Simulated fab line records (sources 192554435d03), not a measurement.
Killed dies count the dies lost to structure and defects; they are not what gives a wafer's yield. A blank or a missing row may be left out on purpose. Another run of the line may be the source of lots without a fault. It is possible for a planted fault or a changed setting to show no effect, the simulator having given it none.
fab line records | flow n5_finfet
[record] lots = 8 | wafers = 24 | last_day = 18
route steps=1938 shown BEOL_M4@1023 PASSIVATION@1936
lots untouched by any fault: they come from a run of this same line in which no faults occurred
start_h: the number of hours between the record's first day and the start of the first shown wafer of the lot | wait_h: hours elapsed since this lot's preceding step | " the same as in the row above | L1.1+2: a row that stands for several wafers | - value missing, or start not given | * or withheld: withheld | < > ~ a bound
route shown NAME@n: a module of which the file shows steps, and the number in the route of the first | usual: average and standard deviation across the fault-free wafers | same: alike in all rows | chamber/n: place in a boat | sites: each site's reading | _std_site: the values' standard deviation | _edge_site: outer sites' mean less inner sites' | radius_mm: for every site, how far away it sits from the centre of the wafer | mask NAME#n: copy n | behind: the tool/chamber that last shaped the wafer | hold: reason for holding the lot/hours on hold/outcome of the hold | device: the transistor (n, p or np) that didn't switch | end of line: the tests these same wafers got at the end of their route | a step without rows: its recipe alone | killed: not the wafer's yield, but the dies lost to structure and defects at the first sort | map: shows each die of a wafer: x if killed, . if not, _ if none is there
set.NAME: the setting that was run; set.NAME@STEP: the one run at that earlier step | model.NAME: the simulator's own value behind a step, which no gauge read
one table for each step of the route and one row for each wafer, over a sample of lots
services: when a tool's chamber went out of use (start_h, in hours from the record's first day, below 0 if earlier), for how many hours, and the reason
[[steps]]
[step N5_BEOL_M4_PECVD_72]
[recipe] material = SiO2 | target_thk_a = 160 | temp_c = 400 | precursor = TEOS/O2 | pressure_torr = 5.5 | rf_w = 450 | teos_flow_sccm = 53.8 | gas = O2 | flow_sccm = 3000 | time_s = 18
[usual] heater_power_w = 650/64 | showerhead_plenum_p_Torr = 8.76/0.048 | showerhead_vpp_V = 1302/62 | throttle_valve_pct = 23.0/1.5
lot.wafer | tool     | chamber | start_h | wait_h | heater_power_w | showerhead_plenum_p_Torr | showerhead_vpp_V | throttle_valve_pct
L279.3    | pecvd-03 | 2       | 175.70  | 0.0    | 632            | 8.81                     | 1192             | 20.5
L279.4    | "        | 2       | "       | "      | 614            | 8.81                     | 1215             | 20.2
L279.6    | "        | 1       | "       | "      | 557            | 8.78                     | 1267             | 23.8
L284.1    | pecvd-04 | 0       | 198.77  | 0.0    | 636            | 8.63                     | 1383             | 22.7
L284.2    | "        | 1       | "       | "      | 593            | 8.78                     | 1318             | 23.6
L284.6    | "        | 1       | "       | "      | 595            | 8.77                     | 1312             | 23.8
L285.1    | pecvd-02 | 0       | 202.00  | 0.0    | 668            | 8.71                     | 1309             | 24.4
L285.4    | "        | 0       | "       | "      | 673            | 8.72                     | 1288             | 24.3
L285.6    | "        | 1       | "       | "      | 586            | 8.72                     | 1382             | 24.6
L287.2    | pecvd-03 | 0       | 217.15  | 0.0    | 779            | 8.81                     | 1331             | 23.5
L287.3    | "        | 2       | "       | "      | 609            | 8.82                     | 1207             | 20.3
L287.4    | "        | 0       | "       | "      | 774            | 8.81                     | 1327             | 23.6
L291.3    | pecvd-03 | 1       | 248.61  | 0.0    | 580            | 8.77                     | 1261             | 24.0
L291.4    | "        | 1       | "       | "      | 565            | 8.75                     | 1267             | 23.7
L291.6    | "        | 2       | "       | "      | 626            | 8.82                     | 1212             | 20.4
L292.1    | pecvd-02 | 0       | 251.28  | 0.0    | 592            | 8.73                     | 1322             | 24.4
L292.3    | "        | 1       | "       | "      | 600            | 8.72                     | 1413             | 24.6
L292.4    | "        | 2       | "       | "      | 726            | 8.77                     | 1325             | 21.9
L298.1    | pecvd-02 | 0       | 295.39  | 0.0    | 567            | 8.73                     | 1296             | 24.1
L298.3    | "        | 2       | "       | "      | 669            | 8.78                     | 1336             | 22.0
L298.5    | "        | 1       | "       | "      | 601            | 8.74                     | 1403             | 24.7
L299.4    | pecvd-04 | 2       | 298.96  | 0.1    | 716            | 8.68                     | 1200             | 19.7
L299.5    | "        | 0       | "       | "      | 594            | 8.65                     | 1351             | 23.0
L299.6    | "        | 2       | "       | "      | 731            | 8.65                     | 1220             | 19.8
[step N5_BEOL_M4_ETCH_74]
[recipe] chemistry = N2/H2 | target = underlayer | target_depth_a = 65 | mask_material = CAR-EUV | time_s = 5.2 | ion_energy_ev = 200 | pressure_mtorr = 30 | source_w = 840 | bias_w = 150 | n2_flow_sccm = 200 | h2_flow_sccm = 200 | ends = cleared
[usual] drypump_motor_current_A = 5.6/0.45 | etch_rf_on_time_s = 5.18/0.19 | n2_flow_sccm = 200.0/0.58 | oes_product_au = 0.67/0.059 | rf_vpp_V = 523.8/2.8 | showerhead_plenum_p_Torr = 2.54/0.1 | throttle_valve_pct = 17.90/0.2
lot.wafer | tool        | chamber | start_h | wait_h | drypump_motor_current_A | etch_rf_on_time_s | n2_flow_sccm | oes_product_au | rf_hours_counter_h | rf_vpp_V | showerhead_plenum_p_Torr | throttle_valve_pct
L279.3    | rie_diel-02 | 1       | 176.87  | 0.0    | 5.2                     | 5.09              | 200.7        | 0.65           | 124                | 523.7    | 2.55                     | 17.88
L279.4    | "           | 2       | "       | "      | 5.8                     | 5.60              | 200.0        | 0.64           | 98                 | 525.3    | 2.70                     | 17.97
L279.6    | "           | 0       | "       | "      | 6.2                     | 5.02              | 200.0        | 0.68           | -                  | 520.9    | 2.43                     | 17.85
L284.1    | rie_diel-02 | 2       | 199.40  | 0.0    | 5.8                     | 5.71              | 200.9        | 0.64           | 106                | 526.2    | 2.69                     | 17.98
L284.2    | "           | 0       | "       | "      | 6.1                     | 5.04              | 200.4        | 0.67           | 129                | 520.3    | 2.43                     | 17.83
L284.6    | "           | 0       | "       | "      | 6.1                     | 5.07              | 200.2        | 0.67           | -                  | 520.6    | 2.43                     | 17.84
L285.1    | rie_diel-02 | 3       | 203.70  | 0.0    | 4.9                     | 5.16              | 200.9        | 0.72           | 54                 | 526.1    | 2.62                     | 18.05
L285.4    | "           | 2       | "       | "      | 5.8                     | 5.70              | 199.8        | 0.63           | 108                | 527.2    | 2.69                     | 17.99
L285.6    | "           | 3       | "       | "      | 4.8                     | 5.20              | 200.6        | 0.72           | -                  | 525.5    | 2.62                     | 18.06
L287.2    | rie_diel-04 | 1       | 218.16  | 0.0    | 5.8                     | 5.39              | 199.5        | 0.65           | 147                | 525.5    | 2.55                     | 17.78
L287.3    | "           | 3       | "       | "      | 5.7                     | 5.27              | 200.0        | 0.61           | 211                | 525.6    | 2.62                     | 17.96
L287.4    | "           | 0       | "       | "      | 5.6                     | 4.93              | 199.1        | 0.87           | 0                  | 530.1    | 2.74                     | 17.71
L291.3    | rie_diel-04 | 0       | 250.90  | 0.0    | 5.6                     | 4.86              | 200.0        | 0.82           | 14                 | 530.9    | 2.73                     | 17.74
L291.4    | "           | 3       | "       | "      | 5.7                     | 5.17              | 199.1        | 0.60           | -                  | 525.7    | 2.61                     | 17.98
L291.6    | "           | 0       | "       | "      | 5.5                     | 4.79              | 199.7        | 0.82           | -                  | 529.1    | 2.73                     | 17.72
L292.1    | rie_diel-01 | 1       | 252.49  | 0.0    | 5.8                     | 5.31              | 199.8        | 0.67           | 121                | 524.1    | 2.43                     | 17.47
L292.3    | "           | 3       | "       | "      | 5.4                     | 5.19              | 200.7        | 0.63           | 155                | 522.0    | 2.45                     | 18.17
L292.4    | "           | 2       | "       | "      | 5.6                     | 5.20              | 200.1        | 0.67           | 115                | 523.5    | 2.56                     | 17.71
L298.1    | rie_diel-02 | 2       | 296.16  | 0.0    | 5.8                     | 5.72              | 199.7        | 0.61           | 142                | 526.0    | 2.68                     | 18.07
L298.3    | "           | 1       | "       | "      | 5.2                     | 5.15              | 199.5        | 0.61           | 166                | 522.0    | 2.53                     | 17.95
L298.5    | "           | 0       | "       | "      | 6.1                     | 5.05              | 199.7        | 0.65           | -                  | 519.8    | 2.41                     | 17.89
L299.4    | rie_diel-02 | 1       | 299.80  | 0.0    | 5.2                     | 5.23              | 200.5        | 0.62           | 168                | 521.2    | 2.53                     | 17.98
L299.5    | "           | 2       | "       | "      | 5.8                     | 5.79              | 199.9        | 0.61           | -                  | 527.5    | 2.68                     | 18.06
L299.6    | "           | 1       | "       | "      | 5.2                     | 5.22              | 200.2        | 0.60           | -                  | 525.5    | 2.53                     | 17.95
[step N5_BEOL_M4_ETCH_63]
[recipe] chemistry = CF4 | target = SiARC | target_depth_a = 156 | mask_material = CAR-EUV | time_s = 26 | ion_energy_ev = 80 | pressure_mtorr = 40 | source_w = 545 | bias_w = 36 | Ar_flow_sccm = 100 | cf4_flow_sccm = 100 | ends = cleared
[usual] drypump_motor_current_A = 5.6/0.45 | etch_rf_on_time_s = 25.9/0.84 | mfc_ar_sccm = 100.02/0.27 | oes_product_au = 0.67/0.059 | rf_vpp_V = 184.1/1.1 | showerhead_plenum_p_Torr = 2.13/0.072 | throttle_valve_pct = 15.61/0.18
lot.wafer | tool        | chamber | start_h | wait_h | drypump_motor_current_A | etch_rf_on_time_s | mfc_ar_sccm | oes_product_au | rf_hours_counter_h | rf_vpp_V | showerhead_plenum_p_Torr | throttle_valve_pct
L279.3    | rie_diel-02 | 1       | 176.89  | 0.0    | 5.2                     | 25.6              | 99.97       | 0.65           | 124                | 184.9    | 2.14                     | 15.50
L279.4    | "           | 2       | "       | "      | 5.8                     | 27.9              | 100.47      | 0.65           | 98                 | 184.9    | 2.27                     | 15.56
L279.6    | "           | 0       | "       | "      | 6.1                     | 25.6              | 100.02      | 0.68           | -                  | 184.3    | 2.06                     | 15.64
L284.1    | rie_diel-02 | 2       | 199.42  | 0.0    | 5.8                     | 17.8              | 99.95       | 0.84           | 106                | 185.1    | 2.26                     | 15.57
L284.2    | "           | 0       | "       | "      | 6.1                     | 25.4              | 100.85      | 0.68           | 129                | 184.0    | 2.05                     | 15.65
L284.6    | "           | 0       | "       | "      | 6.1                     | 16.3              | 100.17      | 0.89           | -                  | 183.5    | 2.05                     | 15.65
L285.1    | rie_diel-02 | 3       | 203.72  | 0.0    | 4.9                     | 16.6              | 99.85       | 0.95           | 54                 | 184.0    | 2.16                     | 15.55
L285.4    | "           | 2       | "       | "      | 5.8                     | 28.1              | 100.13      | 0.64           | 108                | 185.4    | 2.26                     | 15.58
L285.6    | "           | 3       | "       | "      | 4.9                     | 16.4              | 100.49      | 0.96           | -                  | 184.1    | 2.16                     | 15.55
L287.2    | rie_diel-04 | 1       | 218.18  | 0.0    | 5.8                     | 26.7              | 100.31      | 0.64           | 147                | 184.2    | 2.16                     | 15.62
L287.3    | "           | 3       | "       | "      | 5.7                     | 26.0              | 99.81       | 0.60           | 211                | 183.8    | 2.22                     | 15.75
L287.4    | "           | 0       | "       | "      | 5.5                     | 24.5              | 99.87       | 0.86           | 0                  | 185.3    | 2.26                     | 15.15
L291.3    | rie_diel-04 | 0       | 250.92  | 0.0    | 5.5                     | 24.5              | 100.21      | 0.82           | 14                 | 186.6    | 2.26                     | 15.18
L291.4    | "           | 3       | "       | "      | 5.7                     | 26.3              | 100.23      | 0.59           | -                  | 185.9    | 2.21                     | 15.78
L291.6    | "           | 0       | "       | "      | 5.6                     | 24.4              | 99.68       | 0.81           | -                  | 184.8    | 2.26                     | 15.19
L292.1    | rie_diel-01 | 1       | 252.51  | 0.0    | 5.8                     | 26.5              | 99.79       | 0.66           | 121                | 182.3    | 2.08                     | 15.50
L292.3    | "           | 3       | "       | "      | 5.5                     | 25.9              | 99.90       | 0.62           | 155                | 182.1    | 2.07                     | 15.88
L292.4    | "           | 2       | "       | "      | 5.6                     | 25.5              | 99.78       | 0.67           | 115                | 183.5    | 2.13                     | 15.45
L298.1    | rie_diel-02 | 2       | 296.18  | 0.0    | 5.8                     | 27.7              | 99.24       | 0.62           | 142                | 186.6    | 2.25                     | 15.64
L298.3    | "           | 1       | "       | "      | 5.2                     | 26.0              | 99.65       | 0.62           | 166                | 183.9    | 2.13                     | 15.56
L298.5    | "           | 0       | "       | "      | 6.1                     | 25.6              | 99.93       | 0.65           | -                  | 183.3    | 2.04                     | 15.72
L299.4    | rie_diel-02 | 1       | 299.81  | 0.0    | 5.2                     | 25.8              | 100.00      | 0.62           | 168                | 184.7    | 2.13                     | 15.59
L299.5    | "           | 2       | "       | "      | 5.8                     | 27.8              | 100.46      | 0.62           | -                  | 185.9    | 2.25                     | 15.65
L299.6    | "           | 1       | "       | "      | 5.2                     | 25.8              | 100.19      | 0.61           | -                  | 183.9    | 2.13                     | 15.59
[step N5_BEOL_M4_STRIP_19]
[recipe] chemistry = O2 | power_w = 400 | temp_c = 40 | pressure_mtorr = 30 | rf_frequency_hz = 6e+07 | bias_power_w = 0 | overash_fraction = 0.2 | o2_flow_sccm = 225
[usual] drypump_motor_current_A = 5.5/0.45 | o2_flow_sccm = 225.0/0.68 | oes_product_au = 0.78/0.063 | rf_vpp_V = 3.7/0.47 | showerhead_plenum_p_Torr = 2.10/0.072 | throttle_valve_pct = 16.66/0.17
[same] overash_fraction = 0.2
lot.wafer | tool        | chamber | start_h | wait_h | drypump_motor_current_A | o2_flow_sccm | oes_product_au | rf_hours_counter_h | rf_vpp_V | showerhead_plenum_p_Torr | throttle_valve_pct
L279.3    | rie_diel-04 | 2       | 177.23  | 0.1    | 4.8                     | 225.5        | 0.91           | 16                 | 4.4      | 2.13                     | 16.61
L279.4    | "           | 1       | "       | "      | 5.8                     | 223.8        | 0.78           | 132                | 3.1      | 2.13                     | 16.74
L279.6    | "           | 3       | "       | "      | 5.6                     | 225.5        | 0.70           | -                  | 3.3      | 2.17                     | 16.70
L284.1    | rie_diel-02 | 0       | 199.73  | 0.1    | 6.1                     | 224.7        | 0.77           | 130                | 3.7      | 1.99                     | 16.60
L284.2    | "           | 3       | "       | "      | 4.9                     | 225.0        | 0.84           | 53                 | 2.9      | 2.16                     | 16.82
L284.6    | "           | 0       | "       | "      | 6.1                     | 225.4        | 0.78           | -                  | 3.4      | 1.99                     | 16.61
L285.1    | rie_diel-01 | 0       | 204.05  | 0.1    | 6.3                     | 225.1        | 0.74           | 135                | 4.5      | 2.03                     | 16.91
L285.4    | "           | 2       | "       | "      | 5.6                     | 224.9        | 0.79           | 98                 | 3.5      | 2.12                     | 16.55
L285.6    | "           | 0       | "       | "      | 6.2                     | 224.4        | 0.75           | -                  | 3.2      | 2.03                     | 16.90
L287.2    | rie_diel-02 | 0       | 218.53  | 0.1    | 6.1                     | 225.2        | 0.77           | 136                | 3.5      | 1.99                     | 16.63
L287.3    | "           | 3       | "       | "      | 4.9                     | 225.4        | 0.84           | 59                 | 2.7      | 2.16                     | 16.83
L287.4    | "           | 1       | "       | "      | 5.2                     | 225.1        | 0.74           | 138                | 3.7      | 2.09                     | 16.58
L291.3    | rie_diel-01 | 1       | 251.32  | 0.1    | 5.8                     | 224.7        | 0.77           | 121                | 3.7      | 2.02                     | 16.52
L291.4    | "           | 0       | "       | "      | 6.3                     | 223.8        | 0.75           | 150                | 3.8      | 2.03                     | 16.92
L291.6    | "           | 3       | "       | "      | 5.4                     | 224.3        | 0.73           | -                  | 3.7      | 2.02                     | 16.91
L292.1    | rie_diel-01 | 1       | 252.91  | 0.2    | 5.8                     | 224.9        | 0.77           | 121                | 3.5      | 2.02                     | 16.53
L292.3    | "           | 0       | "       | "      | 6.2                     | 225.7        | 0.74           | 151                | 3.2      | 2.03                     | 16.94
L292.4    | "           | 2       | "       | "      | 5.6                     | 225.3        | 0.78           | 115                | 3.3      | 2.11                     | 16.61
L298.1    | rie_diel-04 | 3       | 296.49  | 0.1    | 5.7                     | 224.8        | 0.68           | 242                | 4.3      | 2.15                     | 16.78
L298.3    | "           | 2       | "       | "      | 4.8                     | 223.1        | 0.83           | 62                 | 3.8      | 2.12                     | 16.69
L298.5    | "           | 1       | "       | "      | 5.8                     | 224.8        | 0.76           | -                  | 3.5      | 2.12                     | 16.80
L299.4    | rie_diel-02 | 2       | 300.14  | 0.1    | 5.8                     | 225.4        | 0.74           | 144                | 3.4      | 2.15                     | 16.46
L299.5    | "           | 3       | "       | "      | 4.9                     | 224.9        | 0.80           | -                  | 3.4      | 2.15                     | 16.92
L299.6    | "           | 2       | "       | "      | 5.8                     | 225.2        | 0.74           | -                  | 3.5      | 2.15                     | 16.46
[step N5_BEOL_M4_RC_MEAS_101]
[usual] DIBL_N = 35.8/2.2 | DIBL_P = 35.3/2.7 | IOFF_N = 0.16/0.043 | IOFF_P = 0.21/0.043 | ION_N = 676/15 | ION_P = 463/9.1 | SS_N = 71.4/0.77 | SS_P = 73.0/0.79 | VT_N = 250/4 | VT_P = -249.8/2.8
lot.wafer | tool      | chamber | start_h | wait_h | DIBL_N[mV/V] | DIBL_P[mV/V] | IOFF_N[nA/um] | IOFF_P[nA/um] | ION_N[uA/um] | ION_P[uA/um] | SS_N[mV/dec] | SS_P[mV/dec] | VT_N[mV] | VT_P[mV]
L279.3    | prober-01 | 0       | 185.57  | 0.3    | 33.6         | 32.6         | 0.11          | 0.16          | 674          | 460          | 70.4         | 72.6         | 254      | -251.9
L279.4    | "         | 0       | "       | "      | 35.9         | 34.8         | 0.14          | 0.20          | 674          | 461          | 71.5         | 72.8         | 252      | -248.7
L279.6    | "         | 0       | "       | "      | 35.9         | 34.9         | 0.14          | 0.20          | 691          | 472          | 71.7         | 73.2         | 251      | -249.1
L284.1    | prober-01 | 0       | 212.31  | 0.0    | 35.9         | 37.5         | 0.16          | 0.20          | 672          | 460          | 71.6         | 73.0         | 249      | -250.0
L284.2    | "         | 0       | "       | "      | 33.8         | 33.8         | 0.12          | 0.16          | 674          | 461          | 69.9         | 72.4         | 255      | -254.9
L284.6    | "         | 0       | "       | "      | 36.5         | 38.6         | 0.16          | 0.23          | 661          | 454          | 71.9         | 73.5         | 250      | -248.3
L285.1    | prober-02 | 0       | 213.38  | 0.0    | 35.1         | 34.8         | 0.15          | 0.20          | 665          | 456          | 71.2         | 72.8         | 251      | -251.9
L285.4    | "         | 0       | "       | "      | 32.4         | 32.2         | 0.11          | 0.17          | 673          | 463          | 70.6         | 72.5         | 253      | -250.5
L285.6    | "         | 0       | "       | "      | 36.9         | 36.6         | 0.18          | 0.23          | 680          | 460          | 72.2         | 73.7         | 248      | -249.3
L287.2    | prober-02 | 0       | 228.23  | 0.2    | 35.8         | 33.7         | 0.16          | 0.19          | 682          | 468          | 70.4         | 72.5         | 247      | -248.5
L287.3    | "         | 0       | "       | "      | 37.3         | 35.3         | 0.17          | 0.20          | 685          | 466          | 71.9         | 74.0         | 248      | -251.6
L287.4    | "         | 0       | "       | "      | 34.9         | 34.2         | 0.14          | 0.19          | 674          | 469          | 71.3         | 73.3         | 250      | -251.7
L291.3    | prober-01 | 0       | 262.66  | 0.3    | 40.6         | 39.8         | 0.27          | 0.30          | 704          | 478          | 72.7         | 75.1         | 240      | -246.0
L291.4    | "         | 0       | "       | "      | 32.5         | 31.5         | 0.11          | 0.16          | 668          | 460          | 70.4         | 72.3         | 253      | -252.3
L291.6    | "         | 0       | "       | "      | 39.4         | 38.9         | 0.24          | 0.28          | 703          | 475          | 71.9         | 74.9         | 244      | -246.3
L292.1    | prober-02 | 0       | 266.18  | 0.0    | 36.4         | 37.1         | 0.16          | 0.22          | 661          | 459          | 71.9         | 72.8         | 251      | -248.0
L292.3    | "         | 0       | "       | "      | 38.8         | 40.4         | 0.20          | 0.26          | 678          | 458          | 72.7         | 73.6         | 248      | -247.3
L292.4    | "         | 0       | "       | "      | 33.6         | 33.1         | 0.11          | 0.16          | 649          | 445          | 71.4         | 72.1         | 254      | -253.0
L298.1    | prober-01 | 0       | 309.86  | 0.0    | 34.8         | 32.2         | 0.11          | 0.18          | 671          | 458          | 71.5         | 72.6         | 254      | -251.6
L298.3    | "         | 0       | "       | "      | 34.6         | 30.8         | 0.10          | 0.16          | 649          | 457          | 71.3         | 72.3         | 258      | -251.8
L298.5    | "         | 0       | "       | "      | 37.2         | 34.4         | 0.14          | 0.21          | 669          | 468          | 71.7         | 73.1         | 252      | -248.4
L299.4    | prober-02 | 0       | 310.06  | 0.5    | 33.6         | 33.1         | 0.12          | 0.17          | 673          | 463          | 70.5         | 72.1         | 251      | -255.0
L299.5    | "         | 0       | "       | "      | 34.4         | 32.8         | 0.14          | 0.16          | 679          | 453          | 71.0         | 72.0         | 252      | -253.8
L299.6    | "         | 0       | "       | "      | 37.1         | 36.3         | 0.17          | 0.21          | 673          | 449          | 72.3         | 73.5         | 250      | -249.5
[step N5_PASSIVATION_PROBE_49]
[usual] defect_limited_yield = 91.1/1.4 | killed_at_M0_to_M3 = 34/11 | killed_at_M4_up = 14/5.6 | killed_at_contacts = 13/5.9 | killed_at_front_end = 40/11 | killed_at_other = 4/3.1 | killed_dies = 105/16 | killed_open = 68/11 | killed_short = 34/8.4 | sort_bin_5_function = 5.2/0.86 | sort_bin_6_memory = 3.2/0.7 | sort_bin_8_speed = 0.1/1.1 | sort_n_pass = 1074/21 | sort_yield_pct = 91.0/1.8
[same] gross_dies = 1180 | killed_at_back_side = 0 | sort_bin_4_leakage[%] = 0
lot.wafer | tool      | chamber | start_h | wait_h | defect_limited_yield[%] | killed_at_M0_to_M3 | killed_at_M4_up | killed_at_contacts | killed_at_front_end | killed_at_other | killed_dies | killed_open | killed_short | sort_bin_5_function[%] | sort_bin_6_memory[%] | sort_bin_8_speed[%] | sort_n_pass | sort_yield_pct[%]
L284.2    | prober-01 | -       | 317.50  | 0.1    | 90.0                    | 25                 | 20              | 16                 | 56                  | 1               | 118         | 67          | 39           | 5.3                    | 3.6                  | 0                   | 1062        | 90.0
// killed by level:class
L284.2 FIN_SAQP:geometric_particle:open=18 MOL_CONTACT_COAG:geometric_particle:open=10 BEOL_M4:geometric_particle:open=10 HKMG_FIN:area_etch=10 STARTING-WAFER:geometric_particle:open=7 MOL_CONTACT_COAG:geometric_particle:short=6 BEOL_M0_SAQP:geometric_particle:short=6 BEOL_M0_SAQP:geometric_particle:open=6
[[services]]
tool        | chamber | start_h | hours | kind
pecvd-02    | 2       | 155.76  | 2.1   | scheduled_down
pecvd-04    | 0       | 157.64  | 2.1   | scheduled_down
pecvd-04    | 1       | 171.87  | 21.9  | repair
rie_diel-02 | 2       | 180.71  | 1.5   | repair
rie_diel-02 | 3       | 182.82  | 5.4   | repair
pecvd-04    | 2       | 202.43  | -     | clean
pecvd-04    | 2       | 202.43  | -     | consumable_replace:showerhead
pecvd-04    | 2       | 202.43  | 29.0  | scheduled_down
pecvd-04    | 2       | 202.43  | 29.0  | vent_cycle
rie_diel-04 | 0       | 204.10  | -     | clean
rie_diel-04 | 0       | 204.10  | -     | consumable_replace:focus_ring
rie_diel-04 | 0       | 204.10  | -     | consumable_replace:showerhead
rie_diel-04 | 0       | 204.10  | 12.5  | scheduled_down
rie_diel-04 | 0       | 204.10  | 12.5  | vent_cycle
rie_diel-01 | -       | 205.96  | 2.7   | repair
rie_diel-04 | 1       | 218.53  | 47.5  | repair
pecvd-04    | 0       | 223.22  | 5.5   | scheduled_down
rie_diel-02 | 2       | 251.79  | 2.0   | repair
rie_diel-02 | 0       | 254.07  | 3.1   | repair
pecvd-04    | 1       | 291.98  | 16.5  | scheduled_down
pecvd-04    | -       | 292.23  | 3.4   | repair
[[key]]
[first_sign] step = N5_BEOL_M4_ETCH_63 | reading = etch_rf_on_time_s | direction = down | sigmas = 11 | usual = * | struck = *
[effect] step = N5_BEOL_M4_ETCH_63 | reading = oes_product_au | direction = up | sigmas = 4.1 | usual = 0.67 | struck = 0.91
met_at N5_BEOL_M4_ETCH_63
struck_lots L284,L285
struck_wafers L284.1,L284.6,L285.1,L285.6
[baseline_loss] step = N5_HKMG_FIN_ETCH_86 | wafers = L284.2
not_acting_at N5_BEOL_M4_PECVD_72,N5_BEOL_M4_ETCH_74,N5_BEOL_M4_STRIP_19
onset_between 176.89 199.42
[fault] kind = process_parameter_drift | tool = rie_diel-02 | chamber = - | onset_h = 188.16 | steps = N5_BEOL_M4_ETCH_63 | channel = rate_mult | offset = 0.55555 | shape = step | end_h = 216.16 | scope = struck_wafers_only
// baseline_loss: these wafers lose ten dies or more at that step, a loss of the line's own and not of a fault; the sort's usual values leave them out
